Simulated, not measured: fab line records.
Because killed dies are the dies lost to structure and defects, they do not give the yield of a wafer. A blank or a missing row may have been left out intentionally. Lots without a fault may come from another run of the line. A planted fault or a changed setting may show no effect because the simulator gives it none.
fab line records | flow n5-finfet | part 1 of 2: steps 1 to 4 of 6
[record] lots = 23 wafers = 69 last-day = 19
route steps=1938 shown SD_EPI_N@279 SD_EPI_P@306 ILD0@341 SDB@369 HKMG_FIN@388
lots that met no fault: taken from a fault-free run of the same line
start-h: hours from the record's opening day to when the first of the lot's shown wafers began | wait-h: hours from the lot's prior step to this one | " unchanged from the row above | L1.1+2: one row covering several wafers at once | - no value present, or no start provided | * or withheld: withheld | < > ~ a bound
route shown NAME@n: names a module that has steps shown in the file, with the first one's number in the route | usual: mean/standard deviation of fault-free wafers | same: alike in all rows | chamber/n: place in a boat | sites: per-site readings | _std_site: the standard deviation of these | _edge_site: mean of outer sites minus mean of inner sites | radius-mm: for every site, how far away it sits from the centre of the wafer | mask NAME#n: copy n | behind: the last tool/chamber to shape the wafer | hold: cause of the lot's hold/its duration in hours/its outcome | device: transistor that didn't switch, given as n, p or np | end of line: the same wafers' tests at the end of the route | a step given without rows: its recipe and nothing more | killed: dies lost to structure and defects at the first sort, not the wafer's yield | map: per-die view of a wafer (x killed, . not killed, _ where there is no die)
set.NAME: the run value of the setting; set.NAME@STEP: its run value at that earlier step | model.NAME: the simulator's own value behind a step, which no gauge read
route steps across a sampled set of lots; one table per step, one row per wafer
services: when a tool's chamber went out of use (start-h, in hours from the record's first day, below 0 if earlier), for how many hours, and the reason
[[steps]]
[step N5_SD_EPI_N_ETCH_16]
[recipe] chemistry = CHF3/O2 target = SiO2 target-depth-a = 50 mask-material = SOC pressure-mtorr = 30 source-w = 650 bias-w = 170 Ar_flow_sccm = 200 CHF3_flow_sccm = 50 O2_flow_sccm = 5 ion-energy-ev = 200
[usual] O2_flow_sccm = 4.996/0.015 drypump-motor-current-A = 5.9/0.45 mfc-ar-sccm = 200.1/0.62 oes-product-au = 0.78/0.07 rf-fwd-power-W = 643.6/2.8 rf-vpp-V = 521/14 showerhead-plenum-p-Torr = 2.44/0.067 throttle-valve-pct = 18.97/0.22
// columns lot.wafer tool chamber start-h wait-h O2_flow_sccm drypump-motor-current-A mfc-ar-sccm oes-product-au rf-fwd-power-W rf-hours-counter-h rf-vpp-V showerhead-plenum-p-Torr throttle-valve-pct
L074.2 rie-diel-01 2 51.29 0.1 5.007 6.2 200.1 0.68 645.1 244 524 2.48 19.40
L074.4 " 1 " " 4.992 6.0 199.2 0.74 638.7 124 527 2.34 18.88
L074.5 " 1 " " 4.998 5.9 200.3 0.75 638.8 - 525 2.34 18.88
L075.1 rie-diel-06 1 62.38 0.1 4.991 6.5 200.4 0.72 640.3 199 537 2.50 19.20
L075.3 " 0 " " 4.989 5.7 200.6 0.83 647.7 86 499 2.54 18.92
L075.5 " 1 " " 4.989 6.5 200.5 0.72 640.6 - 536 2.50 19.21
L076.1 rie-diel-03 0 68.58 0.1 4.993 6.1 199.8 0.75 640.6 132 491 2.44 19.25
L076.2 " 2 " " 5.020 5.4 199.5 0.75 647.6 137 532 2.40 18.58
L076.6 " 2 " " 5.013 5.4 199.2 0.76 644.6 - 532 2.40 18.57
L078.1 rie-diel-06 0 73.54 0.1 4.995 5.7 199.4 0.83 648.7 89 499 2.54 18.92
L078.2 " 3 " " 5.009 5.3 198.7 0.92 642.4 3 527 2.49 18.94
L078.6 " 3 " " 4.973 5.2 199.0 0.91 640.6 - 526 2.49 18.94
L077.2 rie-diel-06 0 74.39 0.1 5.009 5.7 199.9 0.82 647.8 89 499 2.54 18.91
L077.3 " 1 " " 5.021 6.5 199.9 0.72 639.0 202 535 2.50 19.19
L077.4 " 3 " " 4.989 5.3 200.2 0.93 641.8 3 526 2.49 18.94
L080.1 rie-diel-03 0 86.97 0.1 4.989 6.1 200.3 0.74 644.7 138 491 2.43 19.25
L080.2 " 3 " " 4.998 6.3 201.2 0.89 640.7 41 521 2.35 18.41
L080.6 " 0 " " 4.999 6.1 200.9 0.74 643.0 - 492 2.43 19.25
L081.2 rie-diel-06 2 95.62 0.1 4.979 5.4 199.4 0.76 645.6 165 506 2.39 18.72
L081.3 " 0 " " 4.992 5.7 200.5 0.82 643.1 95 501 2.54 18.92
L081.5 " 3 " " 4.998 5.3 200.4 0.91 638.2 - 525 2.49 18.95
L082.2 rie-diel-06 2 106.10 0.1 5.011 5.4 201.2 0.75 645.9 169 508 2.39 18.73
L082.5 " 3 " " 5.026 5.3 200.8 0.89 643.3 - 526 2.49 18.96
L082.6 " 2 " " 5.029 5.4 200.6 0.75 645.9 - 507 2.39 18.73
L083.1 rie-diel-01 1 108.62 0.1 5.005 5.9 200.3 0.73 639.9 146 526 2.33 18.91
L083.2 " 2 " " 4.988 6.2 199.1 0.96 639.4 8 524 2.47 18.95
L083.3 " 0 " " 4.995 6.4 199.7 0.78 647.1 117 529 2.51 18.91
L084.1 rie-diel-03 3 120.41 0.1 4.999 6.3 199.7 0.86 642.2 58 523 2.34 18.43
L084.3 " 0 " " 5.002 6.1 200.2 0.73 642.9 155 491 2.43 19.28
L084.6 " 2 " " 4.992 5.4 200.5 0.73 645.9 - 532 2.39 18.60
L085.1 rie-diel-06 3 124.40 0.1 4.989 5.3 199.8 0.87 639.8 19 525 2.49 18.98
L085.2 " 1 " " 4.996 6.5 199.9 0.70 639.0 219 535 2.49 19.23
L085.6 " 2 " " 5.008 5.4 199.7 0.74 643.7 - 507 2.39 18.75
L086.4 rie-diel-06 3 127.86 0.1 5.011 5.3 200.0 0.87 639.2 20 526 2.49 18.97
L086.5 " 1 " " 4.992 6.5 199.8 0.71 641.9 - 536 2.49 19.22
L086.6 " 2 " " 5.002 5.4 200.3 0.74 643.5 - 508 2.39 18.74
L087.1 rie-diel-06 1 132.89 0.1 4.988 6.5 200.3 0.71 643.3 222 537 2.49 19.24
L087.3 " 2 " " 4.982 5.4 200.3 0.74 644.7 177 506 2.39 18.74
L087.5 " 1 " " 5.003 6.5 200.1 0.70 643.3 - 537 2.49 19.23
L088.2 rie-diel-01 3 135.78 0.1 4.997 6.2 200.5 0.74 644.5 211 539 2.39 19.26
L088.3 " 1 " " 5.013 6.0 199.5 0.72 640.4 156 524 2.32 18.94
L088.6 " 0 " " 4.983 6.4 200.3 0.78 644.7 - 531 2.50 18.92
L089.3 rie-diel-01 2 144.81 0.1 5.005 6.2 200.5 0.93 642.0 19 524 2.47 18.98
L089.4 " 3 " " 5.005 6.1 200.3 0.74 644.3 213 539 2.39 19.28
L089.6 " 0 " " 4.966 6.4 199.0 0.78 643.4 - 529 2.50 18.93
L090.1 rie-diel-01 3 145.58 0.1 5.024 6.1 199.3 0.74 645.1 213 539 2.39 19.27
L090.4 " 1 " " 4.978 5.9 199.2 0.72 642.7 158 524 2.32 18.94
L090.6 " 1 " " 4.990 5.9 199.9 0.71 643.3 - 525 2.32 18.93
L092.1 rie-diel-06 0 156.09 0.1 4.962 5.8 199.8 0.80 649.7 112 500 2.53 18.95
L092.4 " 2 " " 4.989 5.4 200.6 0.73 646.9 185 506 2.39 18.76
L092.5 " 3 " " 5.010 5.3 199.7 0.85 643.1 - 526 2.48 18.97
L091.1 rie-diel-01 1 156.37 0.1 5.008 5.9 199.9 0.71 643.9 163 525 2.32 18.94
L091.3 " 0 " " 4.988 6.4 200.6 0.77 646.6 134 530 2.50 18.93
L091.4 " 3 " " 4.998 6.1 200.3 0.73 644.1 217 539 2.38 19.29
L093.1 rie-diel-06 1 165.66 0.1 4.982 6.5 200.8 0.70 640.2 233 536 2.48 19.25
L093.4 " 3 " " 4.981 5.3 200.9 0.84 644.1 31 524 2.48 18.99
L093.5 " 2 " " 4.990 5.4 200.1 0.73 647.9 - 507 2.38 18.77
L094.2 rie-diel-06 0 171.76 0.1 5.007 5.7 200.1 0.80 647.5 118 500 2.53 18.96
L094.5 " 3 " " 4.987 5.3 200.0 0.84 642.2 - 525 2.48 18.99
L094.6 " 2 " " 5.013 5.4 200.6 0.73 647.5 - 506 2.38 18.75
L095.1 rie-diel-01 0 176.33 0.1 4.971 6.5 199.1 0.75 645.3 141 532 2.50 18.96
L095.3 " 2 " " 4.984 6.3 199.7 0.91 646.2 30 526 2.46 19.02
L095.4 " 1 " " 4.991 6.0 199.1 0.70 637.2 169 525 2.32 18.96
L096.4 rie-diel-01 2 183.40 0.1 5.015 6.3 199.8 0.92 644.4 32 524 2.46 18.99
L096.5 " 0 " " 4.984 6.4 199.6 0.77 648.1 - 529 2.50 18.95
L096.6 " 1 " " 4.989 6.0 198.5 0.71 641.8 - 525 2.32 18.98
L097.1 rie-diel-06 1 190.28 0.1 4.998 6.5 200.5 0.68 644.0 242 537 2.48 19.26
L097.2 " 2 " " 4.993 5.4 200.6 0.72 643.3 197 507 2.38 18.77
L097.5 " 1 " " 5.002 6.5 200.3 0.69 645.0 - 538 2.48 19.28
[step N5_SD_EPI_N_VAPOR_ETCH_50]
[recipe] chemistry = HCl target = Si temp-c = 775 time-s = 54 pressure-torr = 20 mode = isotropic
[usual] throttle-valve-pct = 11.6/0.42
// columns lot.wafer tool chamber start-h wait-h throttle-valve-pct
L074.2 epi-rpcvd-04 0 52.19 0.3 12.3
L074.4 " 0 " " 12.0
L074.5 " 0 " " 12.1
L075.1 epi-rpcvd-04 0 63.38 0.4 12.1
L075.3 " 0 " " 12.3
L075.5 " 0 " " 12.2
L076.1 epi-rpcvd-03 0 69.58 0.4 11.4
L076.2 " 0 " " 11.7
L076.6 " 0 " " 11.6
L078.1 epi-rpcvd-04 0 74.54 0.4 12.2
L078.2 " 0 " " 12.1
L078.6 " 0 " " 12.4
L077.2 epi-rpcvd-03 0 75.62 0.5 11.4
L077.3 " 0 " " 11.7
L077.4 " 0 " " 11.4
L080.1 epi-rpcvd-04 0 87.85 0.3 12.4
L080.2 " 0 " " 11.9
L080.6 " 0 " " 12.2
L081.2 epi-rpcvd-02 0 96.66 0.4 11.1
L081.3 " 0 " " 10.9
L081.5 " 0 " " 11.1
L082.2 epi-rpcvd-04 0 107.03 0.3 12.2
L082.5 " 0 " " 12.3
L082.6 " 0 " " 12.0
L083.1 epi-rpcvd-04 0 109.62 0.4 12.4
L083.2 " 0 " " 12.1
L083.3 " 0 " " 12.0
L084.1 epi-rpcvd-03 0 121.43 0.4 11.7
L084.3 " 0 " " 11.5
L084.6 " 0 " " 11.7
L085.1 epi-rpcvd-02 0 125.56 0.5 11.1
L085.2 " 0 " " 11.2
L085.6 " 0 " " 11.0
L086.4 epi-rpcvd-03 0 128.83 0.2 11.9
L086.5 " 0 " " 11.7
L086.6 " 0 " " 11.6
L087.1 epi-rpcvd-03 0 133.90 0.3 11.7
L087.3 " 0 " " 11.5
L087.5 " 0 " " 11.4
L088.2 epi-rpcvd-02 0 136.99 0.5 11.1
L088.3 " 0 " " 11.0
L088.6 " 0 " " 11.4
L089.3 epi-rpcvd-03 0 145.77 0.2 11.5
L089.4 " 0 " " 11.6
L089.6 " 0 " " 11.1
L090.1 epi-rpcvd-04 0 146.76 0.5 12.2
L090.4 " 0 " " 12.2
L090.6 " 0 " " 12.0
L092.1 epi-rpcvd-03 0 157.02 0.3 11.5
L092.4 " 0 " " 11.6
L092.5 " 0 " " 11.7
L091.1 epi-rpcvd-04 0 157.53 0.5 12.3
L091.3 " 0 " " 12.0
L091.4 " 0 " " 12.0
L093.1 epi-rpcvd-02 0 166.82 0.5 11.2
L093.4 " 0 " " 11.0
L093.5 " 0 " " 11.0
L094.2 epi-rpcvd-03 0 172.80 0.4 11.4
L094.5 " 0 " " 11.5
L094.6 " 0 " " 11.7
L095.1 epi-rpcvd-03 0 177.20 0.3 11.3
L095.3 " 0 " " 11.6
L095.4 " 0 " " 11.4
L096.4 epi-rpcvd-02 0 184.52 0.3 11.2
L096.5 " 0 " " 11.3
L096.6 " 0 " " 11.1
L097.1 epi-rpcvd-03 0 191.21 0.3 11.6
L097.2 " 0 " " 11.9
L097.5 " 0 " " 11.3
[step N5_SD_EPI_P_DESCUM_14]
[recipe] chemistry = O2 time-s = 7.9 source-power-w = 50 bias-power-w = 20 pressure-mtorr = 20 rf-frequency-hz = 2.712e+07 temp-c = 40 resist = CAR-ArF-block o2-flow-sccm = 225
[usual] drypump-motor-current-A = 5.6/0.42 oes-product-au = 0.79/0.1 rf-fwd-power-W = 49.3/0.31 rf-vpp-V = 243.3/1.4 showerhead-plenum-p-Torr = 2.11/0.073 throttle-valve-pct = 20.5/0.36
// columns lot.wafer tool chamber start-h wait-h drypump-motor-current-A oes-product-au rf-fwd-power-W rf-hours-counter-h rf-vpp-V showerhead-plenum-p-Torr throttle-valve-pct
L074.2 rie-diel-05 1 55.60 0.2 5.5 0.74 49.2 176 244.1 2.07 20.3
L074.4 " 2 " " 5.8 0.69 49.5 238 243.5 2.04 20.3
L074.5 " 3 " " 5.3 0.73 49.1 - 244.0 2.09 20.8
L075.1 rie-diel-02 2 66.89 0.1 5.7 0.72 49.2 208 243.1 2.10 21.0
L075.3 " 0 " " 6.1 0.77 49.2 154 243.7 2.09 20.6
L075.5 " 1 " " 5.8 0.75 49.0 - 245.3 2.18 20.6
L076.1 rie-diel-04 3 73.35 0.2 5.0 0.66 49.5 249 243.5 2.11 20.2
L076.2 " 0 " " 5.3 0.67 49.0 231 241.3 2.00 20.3
L076.6 " 3 " " 5.0 0.66 49.4 - 243.0 2.11 20.1
L078.1 rie-diel-02 2 78.72 0.7 5.6 0.72 48.8 214 242.3 2.10 21.0
L078.2 " 0 " " 6.0 0.77 49.0 159 242.8 2.09 20.6
L078.6 " 2 " " 5.6 0.72 49.1 - 242.8 2.10 21.0
L077.2 rie-diel-02 3 80.31 0.4 5.4 0.99 49.8 2 245.7 2.25 20.2
L077.3 " 1 " " 5.9 0.75 49.0 150 245.4 2.17 20.6
L077.4 " 2 " " 5.6 0.71 48.9 214 242.8 2.10 21.0
L080.1 rie-diel-04 3 90.78 0.0 5.0 0.99 49.4 1 243.0 2.11 19.7
L080.2 " 2 " " 4.9 0.84 49.5 59 243.4 2.15 20.5
L080.6 " 0 " " 5.3 0.67 49.4 - 241.9 2.00 20.3
L081.2 rie-diel-02 3 100.22 0.0 5.4 0.93 49.7 9 246.2 2.24 20.2
L081.3 " 0 " " 6.0 0.75 49.1 167 244.1 2.09 20.6
L081.5 " 2 " " 5.6 0.70 49.3 - 242.5 2.10 21.0
L082.2 rie-diel-05 1 109.95 0.0 5.5 0.72 49.8 189 242.3 2.06 20.3
L082.5 " 3 " " 5.3 0.71 49.3 - 243.6 2.09 20.9
L082.6 " 2 " " 5.8 0.68 49.6 - 243.0 2.04 20.3
L083.1 rie-diel-02 1 113.06 0.0 5.9 0.73 49.1 161 242.9 2.17 20.6
L083.2 " 2 " " 5.7 0.70 49.0 225 242.6 2.10 21.0
L083.3 " 3 " " 5.4 0.93 49.8 12 246.5 2.24 20.2
L084.1 rie-diel-02 3 124.89 0.0 5.4 0.92 49.6 15 246.8 2.24 20.3
L084.3 " 0 " " 6.0 0.75 49.0 173 242.5 2.09 20.6
L084.6 " 0 " " 6.1 0.75 49.0 - 242.3 2.09 20.6
L085.1 rie-diel-05 2 129.94 0.0 5.7 0.99 49.7 1 242.4 2.04 20.0
L085.2 " 1 " " 5.5 0.71 49.5 196 244.3 2.06 20.3
L085.6 " 3 " " 5.3 0.70 48.9 - 241.7 2.09 20.9
L086.4 rie-diel-05 2 131.68 0.0 5.8 0.97 49.2 1 242.5 2.04 20.0
L086.5 " 2 " " 5.8 0.98 49.7 - 241.7 2.03 20.0
L086.6 " 1 " " 5.5 0.71 49.5 - 242.7 2.06 20.3
L087.1 rie-diel-04 2 136.90 0.0 4.9 0.82 49.7 72 244.3 2.15 20.5
L087.3 " 1 " " 6.2 0.70 49.0 218 240.0 2.00 20.7
L087.5 " 2 " " 4.9 0.83 49.6 - 242.8 2.15 20.4
L088.2 rie-diel-05 2 142.71 0.0 5.8 0.95 49.6 6 241.2 2.03 20.0
L088.3 " 3 " " 5.3 0.70 49.3 226 243.7 2.08 20.9
L088.6 " 2 " " 5.7 0.94 49.6 - 242.1 2.03 20.0
L089.3 rie-diel-04 0 148.65 0.0 5.3 0.98 49.2 2 244.4 2.26 20.1
L089.4 " 1 " " 6.2 0.70 49.0 224 241.6 2.00 20.7
L089.6 " 3 " " 5.0 0.91 49.5 - 243.7 2.10 19.7
L090.1 rie-diel-04 1 151.15 0.0 6.2 0.69 49.1 224 241.0 2.00 20.7
L090.4 " 2 " " 4.9 0.82 49.5 78 241.3 2.15 20.5
L090.6 " 2 " " 4.9 0.81 49.3 - 242.4 2.15 20.5
L092.1 rie-diel-02 0 160.20 0.3 6.0 0.74 48.9 180 243.0 2.08 20.6
L092.4 " 1 " " 5.9 0.72 49.1 174 243.4 2.17 20.6
L092.5 " 0 " " 6.0 0.73 49.1 - 243.6 2.08 20.6
L091.1 rie-diel-05 2 162.51 0.5 5.8 0.94 49.8 13 243.1 2.03 20.0
L091.3 " 1 " " 5.5 0.70 49.4 207 242.4 2.05 20.3
L091.4 " 3 " " 5.2 0.70 49.1 233 243.0 2.08 20.9
L093.1 rie-diel-05 1 171.10 0.0 5.5 0.71 49.5 208 242.6 2.05 20.4
L093.4 " 3 " " 5.3 0.70 49.0 236 243.7 2.08 20.9
L093.5 " 2 " " 5.8 0.93 49.6 - 242.1 2.03 20.0
L094.2 rie-diel-05 3 176.21 0.0 5.2 0.69 49.2 237 243.1 2.08 20.9
L094.5 " 2 " " 5.8 0.92 49.8 - 241.6 2.03 20.0
L094.6 " 3 " " 5.3 0.69 49.2 - 242.3 2.08 20.9
L095.1 rie-diel-04 3 180.54 0.0 5.0 0.89 49.8 28 244.6 2.10 19.7
L095.3 " 0 " " 5.3 0.94 49.1 11 245.9 2.26 20.2
L095.4 " 2 " " 4.9 0.81 49.3 87 243.2 2.14 20.5
L096.4 rie-diel-04 2 189.45 0.0 4.9 0.81 49.7 89 244.7 2.14 20.5
L096.5 " 3 " " 5.0 0.89 49.6 - 243.0 2.10 19.7
L096.6 " 0 " " 5.3 0.92 48.9 - 245.5 2.26 20.2
L097.1 rie-diel-02 2 195.44 0.0 5.7 0.68 49.2 247 242.9 2.09 21.0
L097.2 " 0 " " 6.0 0.73 49.2 191 241.9 2.08 20.6
L097.5 " 2 " " 5.7 0.68 49.5 - 241.4 2.09 21.0
[step N5_ILD0_THK_MEAS_08]
[usual] thk-nm = 138.6/1
// columns lot.wafer tool chamber start-h wait-h thk-nm
L074.2 film-metro-02 - 64.11 - 139.9
L074.4 " - " " 137.6
L074.5 " - " " 136.6
L075.1 film-metro-01 - 75.26 - 137.5
L075.3 " - " " 138.0
L075.5 " - " " 138.8
L076.1 film-metro-02 - 81.65 - 138.0
L076.2 " - " " 138.8
L076.6 " - " " 138.2
L078.1 film-metro-02 - 86.28 - 138.2
L078.2 " - " " 138.2
L078.6 " - " " 138.3
L077.2 film-metro-01 - 89.80 - 138.2
L077.3 " - " " 137.2
L077.4 " - " " 138.7
L080.1 film-metro-01 - 99.37 - 137.4
L080.2 " - " " 136.8
L080.6 " - " " 137.6
L081.2 film-metro-01 - 107.72 - 137.3
L081.3 " - " " 137.8
L081.5 " - " " 139.8
L082.2 film-metro-02 - 117.70 - 137.2
L082.5 " - " " 136.7
L082.6 " - " " 137.9
L083.1 film-metro-02 - 122.23 - 138.1
L083.2 " - " " 139.1
L083.3 " - " " 139.3
L084.1 film-metro-01 - 134.37 - 137.3
L084.3 " - " " 137.3
L084.6 " - " " 138.2
L085.1 film-metro-02 - 139.56 - 138.5
L085.2 " - " " 138.0
L085.6 " - " " 139.0
L086.4 film-metro-02 - 142.92 - 140.2
L086.5 " - " " 139.4
L086.6 " - " " 138.3
L087.1 film-metro-02 - 146.00 - 138.9
L087.3 " - " " 140.3
L087.5 " - " " 139.5
L088.2 film-metro-02 - 152.19 - 140.0
L088.3 " - " " 139.4
L088.6 " - " " 138.7
L089.3 film-metro-01 - 157.30 - 139.8
L089.4 " - " " 139.7
L089.6 " - " " 138.7
L090.1 film-metro-01 - 160.63 - 139.1
L090.4 " - " " 137.5
L090.6 " - " " 137.6
L092.1 film-metro-01 - 168.74 - 139.1
L092.4 " - " " 140.9
L092.5 " - " " 141.6
L091.1 film-metro-02 - 172.39 - 139.2
L091.3 " - " " 138.3
L091.4 " - " " 139.9
L093.1 film-metro-02 - 180.70 - 138.8
L093.4 " - " " 139.5
L093.5 " - " " 139.9
L094.2 film-metro-02 - 186.29 - 137.3
L094.5 " - " " 138.7
L094.6 " - " " 138.1
L095.1 film-metro-02 - 188.10 - 139.7
L095.3 " - " " 139.8
L095.4 " - " " 139.2
L096.4 film-metro-01 - 198.40 - 138.9
L096.5 " - " " 140.4
L096.6 " - " " 139.7
L097.1 film-metro-01 - 203.75 - 138.8
L097.2 " - " " 136.7
L097.5 " - " " 139.3
